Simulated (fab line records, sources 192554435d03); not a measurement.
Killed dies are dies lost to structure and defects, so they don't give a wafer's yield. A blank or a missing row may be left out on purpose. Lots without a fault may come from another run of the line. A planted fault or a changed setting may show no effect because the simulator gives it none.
fab line records | flow n5_finfet
record lots=7 wafers=39
route steps=1938 shown BEOL_M12@1602 MIM_BOT@1833 PASSIVATION@1930
start_h: hours from the record's first day to the start of the lot's first wafer shown | wait_h: hours since the lot's step before | " the same as in the row above | L1.1+2: a row that stands for several wafers | - no value, or no start given | * or withheld: withheld | < > ~ a bound
route shown NAME@n: a module of which the file shows steps, and the number in the route of the first | usual: mean/standard deviation of fault-free wafers | same: alike in all rows | chamber/n: place in a boat | sites: the reading at each site | _std_site: their standard deviation | _edge_site: outer sites' mean less inner sites' | radius_mm: how far each site lies from the wafer's centre | mask NAME#n: copy n | behind: the tool/chamber that last shaped the wafer | hold: why the lot was held/for how many hours/how that ended | device: the transistor (n, p or np) that didn't switch | end of line: the same wafers' tests at the end of the route | a step without rows: its recipe alone | killed: dies lost to structure and defects at the first sort, not the wafer's yield | map: a wafer's dies, x killed, . not, _ none there
set.NAME: the setting as run; set.NAME@STEP: as run at that earlier step | model.NAME: the simulator's own value behind a step, which no gauge read
lots whose settings were changed on purpose; a table a step, a row a wafer
## steps
# step N5_BEOL_M12_ILD_DEP_00
# recipe material=SiOC target_thk_a=6589.2 temp_c=350 precursor=DEMS/O2 pressure_torr=5 rf_w=500 time_s=130.7
# columns lot.wafer tool chamber start_h wait_h set.time_s model.SiOC_of_BEOL_M12_ILD_DEP_00.thk_nm
L077.1 pecvd-04 0 235.65 0.0 130.7 655.2
L077.2 " 2 " " 130.7 658.2
L077.3 " 1 " " 130.7 647.6
L077.4 " 1 " " 130.7 649.4
L077.5 " 0 " " 130.7 661.8
L077.6 " 2 " " 130.7 673.4
L076.3 pecvd-01 0 241.86 0.0 130.7 644
L076.4 " 1 " " 130.7 655.6
L076.5 " 2 " " 130.7 662.2
L082.1 pecvd-01 0 275.01 0.0 184.4 927.4
L082.2 " 1 " " 130.7 649.4
L082.3 " 2 " " 184.4 925.4
L082.4 " 2 " " 130.7 673.4
L082.5 " 1 " " 184.4 929.6
L082.6 " 0 " " 130.7 665.8
L083.1 pecvd-02 1 279.62 0.0 130.7 661.2
L083.2 " 0 " " 130.7 660
L083.3 " 2 " " 130.7 667.8
L083.4 " 2 " " 130.7 673.2
L083.5 " 0 " " 130.7 657.2
L083.6 " 1 " " 130.7 669
L088.1 pecvd-02 1 316.62 0.0 130.7 649.4
L088.2 " 2 " " 130.7 656.2
L088.3 " 0 " " 130.7 656.6
L088.4 " 0 " " 157.3 789.6
L088.5 " 1 " " 157.3 796
L088.6 " 2 " " 157.3 803.8
L095.1 pecvd-01 0 362.43 0.0 130.7 658
L095.2 " 2 " " 130.7 655.6
L095.3 " 1 " " 130.7 651.2
L095.4 " 2 " " 130.7 663.4
L095.5 " 0 " " 130.7 666
L095.6 " 1 " " 130.7 661.8
L097.1 pecvd-01 2 363.53 0.0 130.7 670.4
L097.2 " 0 " " 130.7 676.4
L097.3 " 1 " " 130.7 662.4
L097.4+5 " 0,1 " " 130.7 669.6
L097.6 " 2 " " 130.7 674.6
# step N5_BEOL_M12_THK_MEAS_01
# recipe reads=SiOC_of_BEOL_M12_ILD_DEP_00
# usual M12_ILD_THK=660/8.7
# columns lot.wafer tool chamber start_h wait_h set.time_s@BEOL_M12_ILD_DEP_00 M12_ILD_THK[nm]
L077.1 film_metro-01 - 235.78 0.1 130.7 655
L077.2 " - " " 130.7 659
L077.3 " - " " 130.7 647
L077.4 " - " " 130.7 650
L077.5 " - " " 130.7 662
L077.6 " - " " 130.7 673
L076.3 film_metro-01 - 241.99 0.1 130.7 644
L076.4 " - " " 130.7 655
L076.5 " - " " 130.7 662
L082.1 film_metro-01 - 275.14 0.1 184.4 927
L082.2 " - " " 130.7 650
L082.3 " - " " 184.4 925
L082.4 " - " " 130.7 673
L082.5 " - " " 184.4 930
L082.6 " - " " 130.7 666
L083.1 film_metro-01 - 279.75 0.1 130.7 661
L083.2 " - " " 130.7 660
L083.3 " - " " 130.7 668
L083.4 " - " " 130.7 673
L083.5 " - " " 130.7 658
L083.6 " - " " 130.7 669
L088.1 film_metro-01 - 316.75 0.1 130.7 650
L088.2 " - " " 130.7 656
L088.3 " - " " 130.7 657
L088.4 " - " " 157.3 790
L088.5 " - " " 157.3 796
L088.6 " - " " 157.3 804
L095.1 film_metro-01 - 362.56 0.1 130.7 658
L095.2 " - " " 130.7 656
L095.3 " - " " 130.7 651
L095.4 " - " " 130.7 663
L095.5 " - " " 130.7 666
L095.6 " - " " 130.7 662
L097.1 film_metro-02 - 363.66 0.1 130.7 671
L097.2 " - " " 130.7 677
L097.3 " - " " 130.7 663
L097.4 " - " " 130.7 670
L097.5 " - " " 130.7 670
L097.6 " - " " 130.7 675
# step N5_BEOL_M12_COAT_58
# recipe resist=BARC temp_c=205 time_s=60 spin_rpm=1500 resist_thk_nm=89
# step N5_BEOL_M12_COAT_04
# recipe spin_rpm=1625 resist_thk_nm=400
# step N5_BEOL_M12_DESCUM_15
# recipe chemistry=O2 time_s=7.9 source_power_w=50 bias_power_w=20 pressure_mtorr=20 rf_frequency_hz=2.712e+07 temp_c=40 o2_flow_sccm=225
# step N5_BEOL_M12_ETCH_59
# recipe chemistry=N2/H2 target=BARC target_depth_a=890 overetch_a=267 time_s=67.9 ion_energy_ev=200 pressure_mtorr=30 source_w=840 bias_w=150 n2_flow_sccm=200 h2_flow_sccm=200
# step N5_BEOL_M12_VIA_ETCH_16
# recipe chemistry=C4F8/O2/Ar target=SiOC pressure_mtorr=30 source_w=3000 bias_w=700 Ar_flow_sccm=400 C4F8_flow_sccm=15 O2_flow_sccm=8 he_inner_torr=15 he_outer_torr=30 target_depth_a=7248 time_s=withheld ion_energy_ev=250 ends=cleared
# columns lot.wafer tool chamber start_h wait_h set.time_s@BEOL_M12_ILD_DEP_00 model.etch.depth_nm model.coat_of_BEOL_M12_COAT_04.thk_nm
L077.1 rie_diel-01 1 236.42 0.0 * 655.2 123
L077.2 " 2 " " * 658.2 123.2
L077.3 " 0 " " * 647.5 126.4
L077.4 " 3 " " * 649.4 124.4
L077.5 " 0 " " * 661.8 123.4
L077.6 " 1 " " * 673.5 117.6
L076.3 rie_diel-01 2 242.47 0.0 * 644.1 129.6
L076.4 " 1 " " * 655.6 124.4
L076.5 " 2 " " * 662.2 123.8
L082.1 rie_diel-01 1 275.83 0.0 * 927.4 44.8
L082.2 " 0 " " * 649.4 126.8
L082.3 " 3 " " * 925.3 43.6
L082.4 " 2 " " * 673.4 121.8
L082.5 " 3 " " * 929.6 41.8
L082.6 " 2 " " * 665.7 122.8
L083.1 rie_diel-05 2 282.13 0.0 * 661.2 122.6
L083.2 " 3 " " * 660 123
L083.3 " 1 " " * 667.8 126.4
L083.4 " 0 " " * 673.1 120.6
L083.5 " 3 " " * 657.2 124.6
L083.6 " 0 " " * 669.1 123
L088.1 rie_diel-04 1 317.36 0.0 * 649.4 128.6
L088.2 " 0 " " * 656.1 125.6
L088.3 " 2 " " * 656.5 125.6
L088.4 " 0 " " * 789.6 84.8
L088.5 " 1 " " * 796.1 84.2
L088.6 " 2 " " * 803.9 82.6
L095.1 rie_diel-01 0 363.15 0.0 * 658 124.2
L095.2 " 1 " " * 655.7 122.8
L095.3 " 3 " " * 651.2 125.8
L095.4 " 2 " " * 663.3 126.4
L095.5 " 1 " " * 666.1 119.8
L095.6 " 0 " " * 661.9 124
L097.1 rie_diel-05 1 364.26 0.0 * 670.4 124.6
L097.2 " 0 " " * 676.3 118.6
L097.3 " 2 " " * 662.5 122
L097.4 " 2 " " * 669.6 119.8
L097.5 " 0 " " * 669.7 119.6
L097.6 " 1 " " * 674.6 124.2
# step N5_BEOL_M12_STRIP_63
# recipe chemistry=N2/H2 power_w=1000 temp_c=250 h2_frac=0.65 overash_fraction=0.3 pressure_mtorr=1000 n2_flow_sccm=1750 h2_flow_sccm=3250
# usual oes_product_au=0.693/0.0044 strip_time_to_endpoint_s=42.8/0.86
# columns lot.wafer tool chamber start_h wait_h set.time_s@BEOL_M12_ILD_DEP_00 oes_product_au strip_time_to_endpoint_s
L077.1 plasma_asher-01 0 236.62 - 130.7 0.692 42.5
L077.2 " 1 " " 130.7 0.690 42.6
L077.3 " 0 " " 130.7 0.694 43.4
L077.4 " 1 " " 130.7 0.697 42.9
L077.5 " 1 " " 130.7 0.691 42.6
L077.6 " 0 " " 130.7 0.693 41.0
L076.3 plasma_asher-02 0 242.69 - 130.7 0.700 44.2
L076.4 " 1 " " 130.7 0.683 42.9
L076.5 " 0 " " 130.7 0.691 42.7
L082.1 plasma_asher-02 1 276.03 - 184.4 0.660 20.0
L082.2 " 0 " " 130.7 0.691 43.5
L082.3 " 0 " " 184.4 0.660 19.6
L082.4 " 1 " " 130.7 0.694 42.2
L082.5 " 0 " " 184.4 0.660 19.0
L082.6 " 1 " " 130.7 0.692 42.4
L083.1 plasma_asher-01 1 282.33 - 130.7 0.702 42.4
L083.2 " 0 " " 130.7 0.705 42.5
L083.3 " 1 " " 130.7 0.694 43.4
L083.4 " 0 " " 130.7 0.692 41.8
L083.5 " 0 " " 130.7 0.691 43.0
L083.6 " 1 " " 130.7 0.693 42.5
L088.1 plasma_asher-01 1 318.12 - 130.7 0.693 44.0
L088.2 " 0 " " 130.7 0.689 43.2
L088.3 " 0 " " 130.7 0.697 43.2
L088.4 " 1 " " 157.3 0.671 31.9
L088.5 " 0 " " 157.3 0.678 31.8
L088.6 " 1 " " 157.3 0.676 31.3
L095.1 plasma_asher-02 0 363.35 - 130.7 0.692 42.8
L095.2 " 1 " " 130.7 0.689 42.4
L095.3 " 0 " " 130.7 0.691 43.2
L095.4 " 1 " " 130.7 0.695 43.4
L095.5 " 0 " " 130.7 0.697 41.6
L095.6 " 1 " " 130.7 0.685 42.7
L097.1 plasma_asher-02 1 364.46 - 130.7 0.695 42.9
L097.2 " 0 " " 130.7 0.686 41.3
L097.3 " 1 " " 130.7 0.687 42.2
L097.4 " 0 " " 130.7 0.690 41.6
L097.5 " 0 " " 130.7 0.686 41.6
L097.6 " 1 " " 130.7 0.703 42.8
# step N5_MIM_BOT_SPUTTER_00
# recipe material=TiN target_thk_a=350 temp_c=200 power_w=3000 chamber_pressure_pa=0.49996 gas=Ar reactive_partial_pa=0.37997 time_s=89.7
# columns lot.wafer tool chamber start_h wait_h set.time_s model.TiN_of_MIM_BOT_SPUTTER_00.thk_nm
L077.1+6 pvd_sputter-01 - 257.70 0.0 89.7 34.2
L077.2 " - " " 64.41 24.6
L077.3 " - " " 64.41 24.4
L077.4 " - " " 64.41 25.2
L077.5 " - " " 89.7 34.4
L076.3 pvd_sputter-03 - 272.66 0.0 89.7 35
L076.4 " - " " 89.7 34.6
L076.5 " - " " 89.7 34.8
L082.1 pvd_sputter-01 - 302.60 0.0 89.7 35.4
L082.2 " - " " 38.62 14.8
L082.3 " - " " 89.7 35
L082.4 " - " " 38.62 14.4
L082.5 " - " " 38.62 15.2
L082.6 " - " " 89.7 34.6
L083.1 pvd_sputter-02 - 306.95 0.0 89.7 35.2
L083.2 " - " " 89.7 35
L083.3+4+6 " - " " 89.7 34.8
L083.5 " - " " 89.7 34.6
L088.1 pvd_sputter-01 - 341.66 0.0 89.7 34.4
L088.2 " - " " 89.7 34.8
L088.3 " - " " 104.6 40.4
L088.4 " - " " 89.7 35
L088.5 " - " " 104.6 40.2
L088.6 " - " " 104.6 40.6
L095.1 pvd_sputter-01 - 388.87 0.0 124.1 47.8
L095.2 " - " " 124.1 49
L095.3 " - " " 89.7 35.2
L095.4 " - " " 89.7 34.6
L095.5 " - " " 89.7 34.4
L095.6 " - " " 124.1 48.4
L097.1 pvd_sputter-01 - 392.25 0.0 89.7 35.2
L097.2 " - " " 89.7 34.6
L097.3 " - " " 63.97 24.4
L097.4 " - " " 63.97 25
L097.5 " - " " 63.97 24.2
L097.6 " - " " 89.7 35
# step N5_PASSIVATION_ETCH_54
# recipe chemistry=CHF3/O2 target=SiO2 target_depth_a=8800 CHF3_flow_sccm=50 O2_flow_sccm=5 Ar_flow_sccm=200 time_s=440 mask_material=PR pressure_mtorr=30 source_w=650 bias_w=170 ion_energy_ev=200
# columns lot.wafer tool chamber start_h wait_h set.time_s model.PASSIVATION.feature_depth_nm model.etch.depth_nm
L077.1 rie_diel-04 3 265.78 0.1 440 845.2 845.3
L077.2 " 0 " " 440 891.8 891.9
L077.3 " 2 " " 440 873.8 873.8
L077.4 " 1 " " 440 866.6 866.6
L077.5 " 2 " " 440 866 866.1
L077.6 " 1 " " 440 868.4 868.4
L076.3 rie_diel-05 3 279.88 0.1 440 894 894
L076.4 " 2 " " 440 904.8 904.7
L076.5 " 0 " " 440 893.4 893.5
L082.1 rie_diel-05 1 309.88 0.1 313.7 595 595.1
L082.2 " 3 " " 440 885.4 885.4
L082.3 " 0 " " 440 881.4 881.4
L082.4 " 0 " " 440 882.4 882.4
L082.5 " 1 " " 313.7 593 593
L082.6 " 3 " " 313.7 627.2 627.2
L083.1 rie_diel-01 0 316.78 0.1 556.5 1113 1113
L083.2 " 1 " " 440 857.8 857.8
L083.3 " 3 " " 556.5 1111 1111
L083.4 " 2 " " 440 849.2 849.2
L083.5 " 2 " " 440 851.4 851.4
L083.6 " 3 " " 556.5 1109 1109
L088.1 rie_diel-01 2 353.38 0.1 551 1063 1063
L088.2 " 1 " " 440 892.4 892.3
L088.3 " 3 " " 551 1105 1105
L088.4 " 0 " " 551 1104 1104
L088.5 " 2 " " 440 852.6 852.6
L088.6 " 1 " " 440 887.2 887.2
L095.1 rie_diel-05 2 398.53 0.1 440 883.6 883.6
L095.2 " 3 " " 440 902.8 902.8
L095.3 " 1 " " 664.1 1248 1248
L095.4+6 " 0,2 " " 664.1 1328 1328
L095.5 " 3 " " 440 899.4 899.5
L097.1 rie_diel-05 1 402.57 0.1 695.6 1304 1304
L097.2 " 2 " " 440 873 873
L097.3 " 0 " " 440 878 878
L097.4 " 3 " " 695.6 1412 1412
L097.5 " 3 " " 695.6 1425 1425
L097.6 " 2 " " 440 875.6 875.6
## key
split step=N5_BEOL_M12_ILD_DEP_00 setting=time_s stated=130.7 by=wafer
response step=N5_BEOL_M12_ILD_DEP_00 reading=model.SiOC_of_BEOL_M12_ILD_DEP_00.thk_nm change=+6.55 per=1% r=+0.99
response step=N5_BEOL_M12_THK_MEAS_01 reading=M12_ILD_THK change=+6.54 per=1% r=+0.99
response step=N5_BEOL_M12_VIA_ETCH_16 reading=model.etch.depth_nm change=+6.55 per=1% r=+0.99
response step=N5_BEOL_M12_VIA_ETCH_16 reading=model.coat_of_BEOL_M12_COAT_04.thk_nm change=-1.98 per=1% r=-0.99
response step=N5_BEOL_M12_STRIP_63 reading=oes_product_au change=-0.000807 per=1% r=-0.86
response step=N5_BEOL_M12_STRIP_63 reading=strip_time_to_endpoint_s change=* per=1% r=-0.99
split step=N5_MIM_BOT_SPUTTER_00 setting=time_s stated=89.7 by=wafer
response step=N5_MIM_BOT_SPUTTER_00 reading=model.TiN_of_MIM_BOT_SPUTTER_00.thk_nm change=+0.354 per=1% r=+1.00
split step=N5_PASSIVATION_ETCH_54 setting=time_s stated=440 by=wafer
response step=N5_PASSIVATION_ETCH_54 reading=model.PASSIVATION.feature_depth_nm change=+8.63 per=1% r=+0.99
response step=N5_PASSIVATION_ETCH_54 reading=model.etch.depth_nm change=+8.63 per=1% r=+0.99
